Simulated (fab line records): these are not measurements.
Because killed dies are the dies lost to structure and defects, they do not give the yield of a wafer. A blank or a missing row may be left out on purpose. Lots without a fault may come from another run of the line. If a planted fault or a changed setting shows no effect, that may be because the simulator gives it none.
Matching of chambers -- flow nand_harc -- NHARC_A_BONDPAD_CMP_29 on cmp-04: 4 sister chambers
The step polishes SiCN, target thk 200 nm. 4 wafers are shown with their chamber, then 10 later ones without.

## WAFERS WITH THEIR CHAMBER
wafer,chamber,motor_current_A (A)
L075.5,1,13.0
L085.4,2,13.6
L087.1,3,12.3
L087.4,0,12.0

## WAFERS WITH NO CHAMBER GIVEN
wafer,motor_current_A (A)
L087.6,13.4
L094.2,13.2
L094.3,11.6
L094.5,11.6
L096.2,14.4
L096.4,11.0
L096.5,11.9
L095.1,12.0
L095.3,14.2
L095.6,13.0

## EACH ONE'S CHAMBER
wafer,from the rows above,in truth
L087.6,can't be placed: 2 or 1 or 3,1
L094.2,can't be placed: 1 or 2 or 3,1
L094.3,can't be placed: 0 or 3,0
L094.5,can't be placed: 0 or 3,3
L096.2,can't be placed: 2 or 1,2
L096.4,can't be placed: 0 or 3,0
L096.5,can't be placed: 0 or 3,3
L095.1,can't be placed: 0 or 3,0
L095.3,can't be placed: 2 or 1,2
L095.6,can't be placed: 1 or 2 or 3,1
Correct placement for 0 of the 10. Cannot be placed on the basis of these rows: 10; the candidates contain the true chamber in 10. Number placed wrongly: 0.
How it was worked out, from the rows above alone: a wafer's distance from a chamber is the root of the sum, over the readings, of the square of ((its reading less the chamber's mean) divided by the reading's scatter). The wafer belongs to the nearest chamber; if the next one is less than 2 further off, it can't be placed. A chamber's mean is the mean of its shown wafers. The scatter: with one shown wafer a chamber, the root of the mean of the squares of how far each hidden wafer lies from its nearest shown one.
